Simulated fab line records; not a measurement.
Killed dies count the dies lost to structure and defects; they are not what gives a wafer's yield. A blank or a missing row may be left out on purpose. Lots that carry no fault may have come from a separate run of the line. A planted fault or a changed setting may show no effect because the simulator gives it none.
What tool caused it? -- flow n5-finfet -- Sampling: 24 lots, 72 wafers, 6 of 1938 route steps

== WHAT THE GAUGES SHOWED, per wafer ==
N5_SDB_THK_MEAS_31. Usual: for SDB_THK the level is 64.2 nm and the standard deviation is 0.99.
lot,measured,on,SDB_THK (nm),flag
L074,day 4 03:26,film-metro-02,66.2 66.2 66.6,
L075,day 4 05:16,film-metro-02,63.8 64.5 63.6,
L076,day 4 11:30,film-metro-01,64.2 63.3 64.2,
L077,day 4 15:34,film-metro-01,65.2 63.7 64.3,
L078,day 4 22:50,film-metro-02,66.4 65.0 63.5,
L079,day 5 05:29,film-metro-01,64.6 64.3 64.3,
L080,day 5 10:29,film-metro-01,63.2 63.7 62.6,
L081,day 5 17:55,film-metro-02,65.1 65.0 65.7,
L082,day 5 21:47,film-metro-01,65.0 64.4 64.7,
L083,day 6 04:20,film-metro-02,64.0 64.9 63.8,
L084,day 6 11:11,film-metro-02,63.5 65.5 63.8,
L085,day 6 15:28,film-metro-01,66.6 65.6 65.6,
L086,day 7 03:01,film-metro-02,62.9 63.1 63.6,
L087,day 7 05:19,film-metro-01,65.1 65.7 65.3,
L088,day 7 13:37,film-metro-02,63.3 63.2 64.7,
L089,day 7 15:52,film-metro-02,63.4 64.3 66.2,
L090,day 7 20:49,film-metro-02,64.6 63.8 64.0,
L091,day 8 04:08,film-metro-01,63.7 63.6 64.2,
L092,day 8 14:00,film-metro-02,64.6 64.7 64.2,
L093,day 8 20:05,film-metro-02,62.4 64.9 63.7,
L094,day 9 00:41,film-metro-01,61.4 62.8 62.5,
L095,day 9 03:31,film-metro-02,64.2 64.0 63.3,
L096,day 9 15:30,film-metro-01,64.5 65.1 64.9,
L097,day 9 15:46,film-metro-02,64.3 65.4 63.6,

N5_DUMMY_REMOVAL_INSPECT_06: inspects for defects (brightfield). Usual: raw-defect-count at 11, with a standard deviation of 5.
lot,measured,on,raw-defect-count,flag
L074,day 4 03:42,defect-inspect-02,9 12 8,
L075,day 4 05:33,defect-inspect-02,9 10 9,
L076,day 4 11:47,defect-inspect-02,27 20 20,
L077,day 4 16:01,defect-inspect-02,6 11 9,
L078,day 4 23:05,defect-inspect-01,18 12 15,
L079,day 5 05:44,defect-inspect-02,11 11 7,
L080,day 5 10:47,defect-inspect-02,17 14 8,
L081,day 5 18:20,defect-inspect-01,9 6 11,
L082,day 5 22:11,defect-inspect-01,4 10 10,
L083,day 6 04:36,defect-inspect-01,13 5 9,
L084,day 6 11:34,defect-inspect-01,6 11 8,
L085,day 6 15:56,defect-inspect-02,5 6 5,
L086,day 7 03:17,defect-inspect-01,6 4 13,
L087,day 7 05:34,defect-inspect-02,10 4 10,
L088,day 7 13:52,defect-inspect-02,13 9 6,
L089,day 7 16:07,defect-inspect-02,17 9 18,
L090,day 7 21:16,defect-inspect-01,16 21 19,
L091,day 8 04:26,defect-inspect-02,11 11 8,
L092,day 8 14:16,defect-inspect-02,11 5 11,
L093,day 8 20:23,defect-inspect-02,18 5 11,
L094,day 9 00:56,defect-inspect-02,12 16 12,
L095,day 9 03:47,defect-inspect-01,10 11 10,
L096,day 9 15:46,defect-inspect-01,5 18 13,
L097,day 9 16:01,defect-inspect-01,6 14 13,

== EACH LOT AND THE TOOL THAT RAN IT (in order: tool; ch and the chambers of the sampled wafers; start) ==
lot,N5_ILD0_LINER_00,N5_ILD0_CMP_03,N5_SDB_DESCUM_16,N5_DUMMY_REMOVAL_STRIP_10
L074,"ald-sin-01 ch 0,1,2, day 3 15:41","cmp-02 ch 0,1,2, day 3 18:44","rie-diel-06 ch 1,2, day 3 23:37","rie-diel-01 ch 0,2,3, day 4 03:32"
L075,"ald-sin-04 ch 1,2,3, day 3 17:41","cmp-04 ch 0,2, day 3 20:05","rie-diel-06 ch 1,2,3, day 4 00:49","rie-diel-01 ch 0,2,3, day 4 05:23"
L076,"ald-sin-01 ch 2,3, day 4 00:16","cmp-03 ch 0,1,2, day 4 02:42","rie-diel-06 ch 2,3, day 4 07:13","rie-diel-02 ch 0,1, day 4 11:37"
L077,"ald-sin-04 ch 0,2,3, day 4 04:40","cmp-04 ch 0,2,3, day 4 07:02","rie-diel-06 ch 1,2, day 4 11:28","rie-diel-03 ch 0,2, day 4 15:52"
L078,"ald-sin-04 ch 1,2,3, day 4 11:37","cmp-03 ch 0,2, day 4 13:59","rie-diel-04 ch 1,2,3, day 4 18:28","rie-diel-01 ch 0,3, day 4 22:56"
L079,"ald-sin-01 ch 0,2, day 4 18:26","cmp-03 ch 0,2,3, day 4 20:52","rie-diel-05 ch 0,1, day 5 01:40","rie-diel-02 ch 0,2,3, day 5 05:35"
L080,"ald-sin-04 ch 0,1,2, day 4 22:56","cmp-04 ch 1,3, day 5 01:22","rie-diel-04 ch 0,1,3, day 5 06:39","rie-diel-01 ch 1,2,3, day 5 10:34"
L081,"ald-sin-03 ch 1,2, day 5 06:06","cmp-02 ch 0,1, day 5 08:30","rie-diel-05 ch 0,1, day 5 14:04","rie-diel-02 ch 1,2,3, day 5 18:08"
L082,"ald-sin-01 ch 1,2, day 5 11:04","cmp-04 ch 2,3, day 5 13:28","rie-diel-05 ch 1,3, day 5 17:55","rie-diel-03 ch 0,1,2, day 5 22:01"
L083,"ald-sin-04 ch 1,2,3, day 5 17:26","cmp-03 ch 0,1, day 5 19:47","rie-diel-06 ch 2,3, day 6 00:17","rie-diel-03 ch 1,3, day 6 04:26"
L084,"ald-sin-03 ch 0,1,3, day 5 23:35","cmp-04 ch 0,1,3, day 6 02:00","rie-diel-05 ch 1,2,3, day 6 06:24","rie-diel-01 ch 0,3, day 6 11:25"
L085,"ald-sin-03 ch 2,3, day 6 04:47","cmp-03 ch 0,1,2, day 6 07:14","rie-diel-04 ch 0,3, day 6 11:35","rie-diel-01 ch 0,1, day 6 15:46"
L086,"ald-sin-03 ch 0,2,3, day 6 15:31","cmp-02 ch 1,2,3, day 6 17:59","rie-diel-05 ch 0,2,3, day 6 22:19","rie-diel-02 ch 0,1, day 7 03:07"
L087,"ald-sin-01 ch 0,1,2, day 6 18:01","cmp-03 ch 0,1,2, day 6 20:23","rie-diel-04 ch 0,1,2, day 7 00:50","rie-diel-02 ch 0,2,3, day 7 05:25"
L088,"ald-sin-04 ch 0,2,3, day 7 02:41","cmp-04 ch 0,1, day 7 05:17","rie-diel-06 ch 0,3, day 7 09:46","rie-diel-01 ch 0,3, day 7 13:43"
L089,"ald-sin-04 ch 0,1, day 7 05:00","cmp-04 ch 0,3, day 7 07:23","rie-diel-06 ch 0,1,2, day 7 12:02","rie-diel-02 ch 1,2,3, day 7 15:57"
L090,"ald-sin-04 ch 1,2, day 7 09:56","cmp-04 ch 2,3, day 7 12:19","rie-diel-06 ch 2,3, day 7 16:42","rie-diel-02 ch 1,2, day 7 21:06"
L091,"ald-sin-01 ch 0,1,3, day 7 17:24","cmp-02 ch 0,1,3, day 7 19:46","rie-diel-05 ch 1,2,3, day 8 00:19","rie-diel-03 ch 0,1,3, day 8 04:14"
L092,"ald-sin-03 ch 0,3, day 8 03:16","cmp-04 ch 1,2,3, day 8 05:40","rie-diel-04 ch 0,1,2, day 8 10:04","rie-diel-01 ch 0,2,3, day 8 14:06"
L093,"ald-sin-01 ch 0,1, day 8 07:43","cmp-04 ch 1,2, day 8 10:07","rie-diel-06 ch 2,3, day 8 15:17","rie-diel-01 ch 0,1,2, day 8 20:13"
L094,"ald-sin-01 ch 1,2,3, day 8 14:10","cmp-02 ch 0,1,2, day 8 16:33","rie-diel-04 ch 0,1,2, day 8 20:52","rie-diel-03 ch 0,2,3, day 9 00:47"
L095,"ald-sin-01 ch 0,3, day 8 16:44","cmp-04 ch 2,3, day 8 19:06","rie-diel-04 ch 1,3, day 8 23:24","rie-diel-03 ch 1,3, day 9 03:37"
L096,"ald-sin-01 ch 0,3, day 9 03:34","cmp-02 ch 0,2,3, day 9 06:22","rie-diel-04 ch 0,2, day 9 11:01","rie-diel-01 ch 0,1,3, day 9 15:36"
L097,"ald-sin-04 ch 2,3, day 9 04:34","cmp-04 ch 1,2, day 9 06:56","rie-diel-05 ch 1,2,3, day 9 11:49","rie-diel-02 ch 1,2,3, day 9 15:51"
- N5_ILD0_LINER_00: material SiNx, target thk 4 nm, pulse time 1 s, purge time 2 s.
- N5_ILD0_CMP_03: polishes, stops on SiNx, t overpolish 1.9 s, target thk 197.38 nm.
- N5_SDB_DESCUM_16: chemistry O2, time 7.9 s.
- N5_DUMMY_REMOVAL_STRIP_10: strips in N2/H2, time 40 s.

== AS READ BY THE TOOLS THEMSELVES (means over the sampled wafers that have a number; for cases with no such wafer, the mark the record gives instead) ==
N5_ILD0_LINER_00. Usual: heater-power-w 846 W, standard deviation 83; precursor-pulse-height-rel 0.997, standard deviation 0.02; susceptor-temp-C 400.00 C, standard deviation 0.21.
lot,tool,heater-power-w (W),precursor-pulse-height-rel,susceptor-temp-C (C),flag
L074,ald-sin-01,832,0.988,399.97,
L075,ald-sin-04,853,1.022,400.01,
L076,ald-sin-01,943,0.990,400.10,
L077,ald-sin-04,830,1.018,399.94,
L078,ald-sin-04,854,1.012,399.94,
L079,ald-sin-01,863,0.991,400.04,
L080,ald-sin-04,904,1.001,400.08,
L081,ald-sin-03,703,0.997,400.06,
L082,ald-sin-01,827,1.002,399.97,
L083,ald-sin-04,858,1.007,400.04,
L084,ald-sin-03,802,0.986,399.82,
L085,ald-sin-03,713,0.985,399.99,
L086,ald-sin-03,764,0.989,399.95,
L087,ald-sin-01,840,1.026,399.94,
L088,ald-sin-04,843,0.985,399.87,
L089,ald-sin-04,933,0.985,400.21,
L090,ald-sin-04,905,1.005,400.08,
L091,ald-sin-01,863,1.001,400.03,
L092,ald-sin-03,817,1.002,400.03,
L093,ald-sin-01,818,1.004,399.93,
L094,ald-sin-01,881,0.983,399.95,
L095,ald-sin-01,865,0.979,400.00,
L096,ald-sin-01,926,0.982,399.87,
L097,ald-sin-04,784,1.008,399.95,

N5_ILD0_CMP_03. Usual: motor-current-A 13.0 A, standard deviation 1.4; overpolish-run-s 1.900 s, standard deviation 0.0091; slurry-flow-ml-min 150.1, standard deviation 0.46; time-to-endpoint-s 71 s, standard deviation 3.6.
lot,tool,motor-current-A (A),overpolish-run-s (s),slurry-flow-ml-min,time-to-endpoint-s (s),flag
L074,cmp-02,12.0,1.895,150.3,68,
L075,cmp-04,13.5,1.901,150.2,67,
L076,cmp-03,13.4,1.894,150.3,72,
L077,cmp-04,12.6,1.907,150.0,68,
L078,cmp-03,13.2,1.899,150.5,77,
L079,cmp-03,12.7,1.905,150.0,77,
L080,cmp-04,13.8,1.901,150.3,69,
L081,cmp-02,13.2,1.903,150.2,74,
L082,cmp-04,14.0,1.898,150.9,67,
L083,cmp-03,13.1,1.902,150.3,77,
L084,cmp-04,12.9,1.894,150.2,67,
L085,cmp-03,13.3,1.904,149.9,76,
L086,cmp-02,12.7,1.911,150.3,69,
L087,cmp-03,12.8,1.901,149.9,78,
L088,cmp-04,13.4,1.893,150.0,70,
L089,cmp-04,11.6,1.899,149.3,70,
L090,cmp-04,13.9,1.908,149.9,67,
L091,cmp-02,12.0,1.900,149.8,71,
L092,cmp-04,13.7,1.890,150.2,70,
L093,cmp-04,14.2,1.898,149.9,69,
L094,cmp-02,12.2,1.901,150.1,69,
L095,cmp-04,13.6,1.895,150.1,68,
L096,cmp-02,11.5,1.914,149.9,70,
L097,cmp-04,14.1,1.906,150.4,71,

N5_SDB_DESCUM_16. Usual: drypump-motor-current-A 5.9 A, standard deviation 0.43; o2-flow-sccm 225.1 sccm, standard deviation 0.62; oes-product-au 0.80 a.u., standard deviation 0.092; rf-fwd-power-W 49.40 W, standard deviation 0.21; rf-vpp-V 243.4 V, standard deviation 1.6; showerhead-plenum-p-Torr 2.10 Torr, standard deviation 0.081; throttle-valve-pct 20.28 %, standard deviation 0.23.
lot,tool,drypump-motor-current-A (A),o2-flow-sccm (sccm),oes-product-au (a.u.),rf-fwd-power-W (W),rf-vpp-V (V),showerhead-plenum-p-Torr (Torr),throttle-valve-pct (%),flag
L074,rie-diel-06,6.2,224.9,0.89,49.34,243.7,2.16,20.31,
L075,rie-diel-06,6.2,225.3,0.82,49.35,244.2,2.08,20.22,
L076,rie-diel-06,6.3,225.0,0.74,49.50,241.4,2.00,20.15,
L077,rie-diel-06,6.2,225.2,0.89,49.36,243.9,2.16,20.32,
L078,rie-diel-04,5.9,224.9,0.81,49.48,244.1,2.14,20.29,
L079,rie-diel-05,5.4,224.9,0.75,49.21,244.6,2.12,20.33,
L080,rie-diel-04,5.7,224.7,0.84,49.58,244.1,2.14,20.20,
L081,rie-diel-05,5.3,225.9,0.73,49.41,242.2,2.04,20.56,
L082,rie-diel-05,5.8,224.8,0.74,49.42,243.7,2.15,20.28,
L083,rie-diel-06,6.3,226.0,0.73,49.38,242.4,1.99,20.19,
L084,rie-diel-05,5.8,225.6,0.81,49.48,243.3,2.13,20.17,
L085,rie-diel-04,5.5,225.1,0.83,49.45,244.4,2.14,20.35,
L086,rie-diel-05,5.6,224.9,0.86,49.54,244.3,2.14,20.24,
L087,rie-diel-04,5.8,225.3,0.86,49.51,243.3,2.13,20.29,
L088,rie-diel-06,6.4,225.1,0.70,49.34,242.0,2.01,20.15,
L089,rie-diel-06,6.0,225.2,0.80,49.40,243.0,2.11,20.36,
L090,rie-diel-06,5.9,224.9,0.74,49.56,241.4,2.00,20.31,
L091,rie-diel-05,5.8,224.6,0.78,49.27,244.2,2.13,20.19,
L092,rie-diel-04,5.8,225.4,0.85,49.50,244.2,2.12,20.31,
L093,rie-diel-06,6.3,226.0,0.71,49.48,242.3,1.98,20.22,
L094,rie-diel-04,5.8,225.0,0.84,49.43,243.8,2.12,20.32,
L095,rie-diel-04,5.9,224.6,0.88,49.57,243.7,2.13,19.99,
L096,rie-diel-04,5.6,225.0,0.84,49.35,243.3,2.12,20.45,
L097,rie-diel-05,5.8,225.7,0.77,49.49,244.6,2.13,20.22,

N5_DUMMY_REMOVAL_STRIP_10. Usual: drypump-motor-current-A 5.7 A, standard deviation 0.48; n2-flow-sccm 300.0 sccm, standard deviation 0.87; oes-product-au 0.82 a.u., standard deviation 0.086; rf-vpp-V 45.4 V, standard deviation 0.76; showerhead-plenum-p-Torr 3.43 Torr, standard deviation 0.1; throttle-valve-pct 12.09 %, standard deviation 0.26.
lot,tool,drypump-motor-current-A (A),n2-flow-sccm (sccm),oes-product-au (a.u.),rf-vpp-V (V),showerhead-plenum-p-Torr (Torr),throttle-valve-pct (%),flag
L074,rie-diel-01,5.4,300.0,0.91,44.8,3.44,11.89,
L075,rie-diel-01,5.4,300.6,0.91,44.9,3.44,11.89,
L076,rie-diel-02,5.9,299.9,0.74,45.5,3.41,12.38,
L077,rie-diel-03,5.9,300.0,0.77,44.9,3.42,12.11,
L078,rie-diel-01,5.7,299.2,0.91,46.0,3.53,11.98,
L079,rie-diel-02,5.4,300.4,0.78,45.9,3.43,12.13,
L080,rie-diel-01,5.4,300.6,0.86,45.4,3.38,11.91,
L081,rie-diel-02,5.3,299.4,0.75,45.7,3.37,12.35,
L082,rie-diel-03,6.2,299.3,0.89,45.1,3.47,11.93,
L083,rie-diel-03,6.0,300.5,0.88,45.8,3.46,12.04,
L084,rie-diel-01,5.6,299.5,0.90,44.8,3.48,11.98,
L085,rie-diel-01,5.7,300.6,0.82,45.8,3.46,12.09,
L086,rie-diel-02,6.0,299.9,0.75,45.4,3.46,12.21,
L087,rie-diel-02,5.4,300.2,0.76,45.1,3.42,12.17,
L088,rie-diel-01,5.7,300.2,0.87,45.0,3.52,12.04,
L089,rie-diel-02,5.3,300.4,0.73,45.4,3.36,12.39,
L090,rie-diel-02,5.5,298.8,0.74,45.3,3.31,12.48,
L091,rie-diel-03,6.0,300.1,0.87,45.3,3.41,11.97,
L092,rie-diel-01,5.4,300.3,0.85,45.3,3.42,11.96,
L093,rie-diel-01,5.5,299.3,0.81,44.9,3.41,12.03,
L094,rie-diel-03,6.0,300.8,0.90,45.4,3.45,11.87,
L095,rie-diel-03,6.0,299.8,0.84,45.1,3.45,12.10,
L096,rie-diel-01,5.7,299.5,0.83,45.3,3.46,12.08,
L097,rie-diel-02,5.3,300.2,0.72,45.0,3.35,12.42,

== THE ANSWER, worked out from the rows above alone ==
Rule: take the mean of a lot's wafers that have a number; if it is more than 3 standard deviations from the usual mean, the lot is off. Also off: a lot with no number at a reading for which 4 or more lots have one. All remaining lots with rows at the step are treated as sound. Order of review: gauges by route order, followed by the tools' own readings, for which a lot's mean as printed above is used. The first step at which some lot is off is used, and at that step the reading that is off furthest; a lot without a number counts as furthest.
Nothing can be told from this: no lot is off at any reading shown.

== WHAT THE SIMULATOR HAD INSERTED ==
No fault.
